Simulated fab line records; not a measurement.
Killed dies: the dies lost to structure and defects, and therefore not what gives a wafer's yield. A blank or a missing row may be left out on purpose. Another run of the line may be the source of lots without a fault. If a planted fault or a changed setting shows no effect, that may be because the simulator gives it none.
fab line records -- flow nandHarc
record: lots: 7, wafers: 21, lastDay: 21
route steps=1159 shown P_ZERO_WELL@55
lots with no fault: from the same line, run without faults
startH: hours from the record's opening day to when the first of the lot's shown wafers began -- waitH: hours elapsed since this lot's preceding step -- " repeats the value in the row above -- L1.1+2: one row covering several wafers at once -- - value missing, or start not given -- * or withheld: withheld -- < > ~ a bound
route shown NAME@n: NAME is a module with steps in the file, n the number in the route of the first one -- usual: mean/standard deviation of fault-free wafers -- same: alike in all rows -- chamber/n: place in a boat -- sites: per-site readings -- _std_site: their standard deviation -- _edge_site: mean of outer sites minus mean of inner sites -- radiusMm: for every site, how far away it sits from the centre of the wafer -- mask NAME#n: copy n -- behind: tool/chamber where the wafer was last shaped -- hold: the reason the lot was held/the length of the hold in hours/how it ended -- device: which transistor (n, p or np) failed to switch -- end of line: at the end of the route, the tests of the same wafers -- for a step that has no rows: nothing shown but its recipe -- killed: dies lost to structure and defects at the first sort, not the wafer's yield -- map: per-die view of a wafer (x killed, . not killed, _ where there is no die)
set.NAME: the run value of the setting; set.NAME@STEP: its run value at that earlier step -- model.NAME: the simulator's own value behind a step, which no gauge read
lots at selected steps of the route; one table per step, one row per wafer
services: when a tool's chamber went out of use (startH, in hours from the record's first day, below 0 if earlier), for how many hours, and the reason
== steps ==
step: NHARC_P_ZERO_WELL_EBR_48
step: NHARC_P_ZERO_WELL_EXPOSE_49
recipe: na: 0.6, targetCdNm: 2000, doseMj: 22.64, maskId: P_HVPW
step: NHARC_P_ZERO_WELL_PEB_50
recipe: pebTempC: 118, pebTimeS: 85
step: NHARC_P_ZERO_WELL_DEVELOP_51
recipe: timeS: 70
step: NHARC_P_ZERO_WELL_CD_MEAS_52
recipe: targetCdNm: 2000, landingEnergyEv: 500
usual: cdNm: 1999.8/1.3
lot.wafer,tool,chamber,startH,waitH,cdNm
L406.2,cdSem-01,0,29.66,-,2001.4
L406.4,cdSem-01,0,29.66,-,2001.3
L406.5,cdSem-01,0,29.66,-,2000.6
L407.2,cdSem-03,0,35.70,-,1999.3
L407.4,cdSem-03,0,35.70,-,1999.6
L407.5,cdSem-03,0,35.70,-,2001.2
L410.2,cdSem-01,0,53.68,-,2000.3
L410.3,cdSem-01,0,53.68,-,2000.4
L410.4,cdSem-01,0,53.68,-,2002.9
L412.1,cdSem-02,0,65.77,-,1999.3
L412.3,cdSem-02,0,65.77,-,1997.2
L412.5,cdSem-02,0,65.77,-,1997.2
L424.1,cdSem-01,0,137.79,-,1999.3
L424.2,cdSem-01,0,137.79,-,1998.9
L424.4,cdSem-01,0,137.79,-,1999.4
L425.1,cdSem-01,0,143.66,-,2001.2
L425.4,cdSem-01,0,143.66,-,2000.6
L425.6,cdSem-01,0,143.66,-,2001.3
L426.3,cdSem-01,0,149.80,-,1998.2
L426.5,cdSem-01,0,149.80,-,1998.4
L426.6,cdSem-01,0,149.80,-,1999.0
step: NHARC_P_ZERO_WELL_HARDBAKE_53
recipe: tempC: 125, timeS: 80
step: NHARC_P_ZERO_WELL_DESCUM_54
recipe: timeS: 3, o2FlowSccm: 200, arFlowSccm: 0, biasPowerW: 0, chemistry: O2
usual: drypumpMotorCurrentA: 5.9/0.58, o2FlowSccm: 200.1/0.65, oesProductAu: 1.004/0.0069, rfVppV: 57.8/0.95, showerheadPlenumPTorr: 1.91/0.088, throttleValvePct: 11.311/0.0087
lot.wafer,tool,chamber,startH,waitH,drypumpMotorCurrentA,o2FlowSccm,oesProductAu,rfHoursCounterH,rfVppV,showerheadPlenumPTorr,throttleValvePct
L406.4,rieDiel-01,3,29.85,-,6.6,200.5,1.005,5,56.6,1.79,11.314
L406.2,rieDiel-01,0,29.85,-,6.3,200.1,1.001,5,57.7,1.99,11.305
L406.5,rieDiel-01,2,29.85,-,5.3,199.9,1.011,-,58.7,2.04,11.310
L407.2,rieDiel-01,3,35.88,-,6.6,203.5,1.018,6,58.6,1.79,11.311
L407.4,rieDiel-01,0,35.88,-,6.3,199.9,1.004,6,57.6,1.99,11.318
L407.5,rieDiel-01,1,35.88,-,5.5,199.3,1.017,-,57.8,1.90,11.323
L410.2,rieDiel-05,3,53.86,-,6.1,200.4,1.001,4,57.1,1.93,11.304
L410.3,rieDiel-05,1,53.86,-,5.1,200.0,0.995,4,57.8,1.81,11.327
L410.4,rieDiel-05,3,53.86,-,6.1,200.9,0.993,-,57.4,1.93,11.321
L412.3,rieDiel-01,0,65.95,-,6.3,200.3,1.006,8,57.3,1.99,11.324
L412.1,rieDiel-01,2,65.95,-,5.3,200.1,1.009,7,58.6,2.04,11.313
L412.5,rieDiel-01,0,65.95,-,6.2,199.9,1.006,-,58.3,1.99,11.321
L424.4,rieDiel-01,0,137.95,-,6.3,199.4,0.999,13,57.4,1.98,11.316
L424.1,rieDiel-01,2,137.95,-,5.3,200.9,1.011,12,57.8,2.04,11.307
L424.2,rieDiel-01,3,137.95,-,6.7,200.1,0.997,12,57.5,1.79,11.311
L425.4,rieDiel-03,0,143.84,-,5.8,201.2,0.999,9,56.8,1.85,11.311
L425.1,rieDiel-03,1,143.84,-,5.3,199.0,1.007,9,57.2,1.81,11.298
L425.6,rieDiel-03,2,143.84,-,6.2,199.8,0.998,-,56.9,1.78,11.312
L426.3,rieDiel-05,2,149.96,-,6.6,199.7,0.993,10,58.0,2.00,11.315
L426.6,rieDiel-05,2,149.96,-,6.6,199.1,1.002,-,57.2,2.00,11.314
L426.5,rieDiel-05,3,149.96,-,6.1,199.4,0.997,-,58.8,1.93,11.318
step: NHARC_P_ZERO_WELL_IMPLANT_55
recipe: energyKev: 180, doseCm2: 8e+11, tiltDeg: 7
step: NHARC_P_ZERO_WELL_IMPLANT_61
recipe: energyKev: 30, doseCm2: 5e+11, tiltDeg: 7
step: NHARC_P_ZERO_WELL_STRIP_56
recipe: timeS: 840, tempC: 130, chemistry: SPM
step: NHARC_P_ZERO_WELL_PRECLEAN_68
recipe: timeS: 60, tempC: 50, bathAgeMin: 0, chemistry: SC1
step: NHARC_P_ZERO_WELL_SRD_69
step: NHARC_P_ZERO_WELL_RTA_42
recipe: tempC: 1100, timeS: 300
usual: annealTempCMax: 1104.3/0.86, lampPowerPct: 34.51/0.2, lamp_zone_6_pct: 34.48/0.2, wafer_temp_C_max: 1104.6/1.7
lot.wafer,tool,chamber,startH,waitH,annealTempCMax,lampPowerPct,lamp_zone_6_pct,wafer_temp_C_max
L406.2,rtpAnneal-02,0,30.91,-,1104.8,34.76,34.78,1107.0
L406.4,rtpAnneal-02,0,30.91,-,1102.9,34.87,34.76,1106.7
L406.5,rtpAnneal-02,0,30.91,-,1104.7,34.82,34.85,1105.9
L407.2,rtpAnneal-01,0,36.95,-,1103.9,34.46,34.36,1105.0
L407.4,rtpAnneal-01,0,36.95,-,1104.6,34.45,34.32,1102.7
L407.5,rtpAnneal-01,0,36.95,-,1104.3,34.45,34.40,1103.8
L410.2,rtpAnneal-01,0,55.01,-,1104.7,34.46,34.41,1103.8
L410.3,rtpAnneal-01,0,55.01,-,1104.2,34.41,34.34,1104.4
L410.4,rtpAnneal-01,0,55.01,-,1103.4,34.43,34.32,1103.6
L412.1,rtpAnneal-01,0,66.96,-,1104.5,34.43,34.40,1102.0
L412.3,rtpAnneal-01,0,66.96,-,1103.4,34.39,34.31,1103.5
L412.5,rtpAnneal-01,0,66.96,-,1104.5,34.33,34.35,1104.1
L424.1,rtpAnneal-01,-,138.96,-,-,-,-,-
L424.2,rtpAnneal-01,-,138.96,-,-,-,-,-
L424.4,rtpAnneal-01,-,138.96,-,-,-,-,-
L425.1,rtpAnneal-02,-,144.79,-,-,-,-,-
L425.4,rtpAnneal-02,-,144.79,-,-,-,-,-
L425.6,rtpAnneal-02,-,144.79,-,-,-,-,-
L426.3,rtpAnneal-01,-,151.26,-,-,-,-,-
L426.5,rtpAnneal-01,-,151.26,-,-,-,-,-
L426.6,rtpAnneal-01,-,151.26,-,-,-,-,-
step: NHARC_P_ZERO_WELL_INSPECT_43
usual: rawDefectCount: 13/5.5
lot.wafer,tool,chamber,startH,waitH,rawDefectCount
L406.2,defectInspect-01,-,31.48,0.5,9
L406.4,defectInspect-01,-,31.48,0.5,16
L406.5,defectInspect-01,-,31.48,0.5,19
L407.2,defectInspect-01,-,37.52,0.5,10
L407.4,defectInspect-01,-,37.52,0.5,8
L407.5,defectInspect-01,-,37.52,0.5,7
L410.2,defectInspect-02,-,55.58,0.5,6
L410.3,defectInspect-02,-,55.58,0.5,7
L410.4,defectInspect-02,-,55.58,0.5,11
L412.1,defectInspect-01,-,67.63,0.6,8
L412.3,defectInspect-01,-,67.63,0.6,4
L412.5,defectInspect-01,-,67.63,0.6,12
L424.1,defectInspect-02,-,139.63,0.6,11
L424.2,defectInspect-02,-,139.63,0.6,12
L424.4,defectInspect-02,-,139.63,0.6,12
L425.1,defectInspect-01,-,145.48,0.6,9
L425.4,defectInspect-01,-,145.48,0.6,8
L425.6,defectInspect-01,-,145.48,0.6,14
L426.3,defectInspect-02,-,151.72,0.3,7
L426.5,defectInspect-02,-,151.72,0.3,12
L426.6,defectInspect-02,-,151.72,0.3,14
== services ==
tool,chamber,startH,hours,kind
rieDiel-01,0,19.10,-,clean
rieDiel-01,1,19.10,-,clean
rieDiel-01,2,19.10,-,clean
rieDiel-01,3,19.10,-,clean
rieDiel-03,1,26.85,10.4,repair
rieDiel-03,3,31.03,5.1,repair
rieDiel-03,-,38.30,9.0,pm
rieDiel-05,0,43.36,118.1,repair
rieDiel-01,0,43.60,-,clean
rieDiel-01,1,43.60,-,clean
rieDiel-01,2,43.60,-,clean
rieDiel-01,3,43.60,-,clean
rieDiel-03,0,63.07,7.1,repair
rieDiel-01,0,68.10,-,clean
rieDiel-01,1,68.10,-,clean
rieDiel-01,2,68.10,-,clean
rieDiel-01,3,68.10,-,clean
rieDiel-01,0,92.60,-,clean
rieDiel-01,1,92.60,-,clean
rtpAnneal-02,-,96.19,1.3,repair
rieDiel-05,1,97.08,4.5,repair
rieDiel-01,2,112.53,6.3,repair
rieDiel-01,-,138.10,9.0,pm
rieDiel-03,0,151.13,7.8,repair
== key ==
firstSign: step: NHARC_P_ZERO_WELL_RTA_42, reading: toolRecord, direction: missing
effect none on later readings
metAt NHARC_P_ZERO_WELL_RTA_42
struckWafers L424.1,L424.2,L424.4,L425.1,L425.4,L425.6,L426.3,L426.5,L426.6
laterRowsLeftOut L424.1,L424.2,L424.4,L425.1,L425.4,L425.6,L426.3,L426.5,L426.6
sortLeftOut L424.1,L424.2,L424.4,L425.1,L425.4,L425.6,L426.3,L426.5,L426.6
testerLeftOut L424,L425,L426
onsetBetween 66.96 138.96
fault: kind: skippedStepWhole, tool: rtpAnneal-01,rtpAnneal-02, chamber: -, onsetH: 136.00, steps: NHARC_P_ZERO_WELL_RTA_42, scope: struckLotsOnly
testerLeftOut: of these lots the tester's yield and bins aren't shown, on N5 and GAA mostly nor the transistor test; their killed dies are dies lost to structure and defects alone, not to doping, threshold or leakage, so they don't give the yield
sortLeftOut: the simulated sort isn't trusted on such a fault, so these wafers' sort isn't shown, and their yield isn't known
laterRowsLeftOut: the simulator's readings of these wafers behind a module that went badly wrong aren't trusted and aren't shown, but for the sort
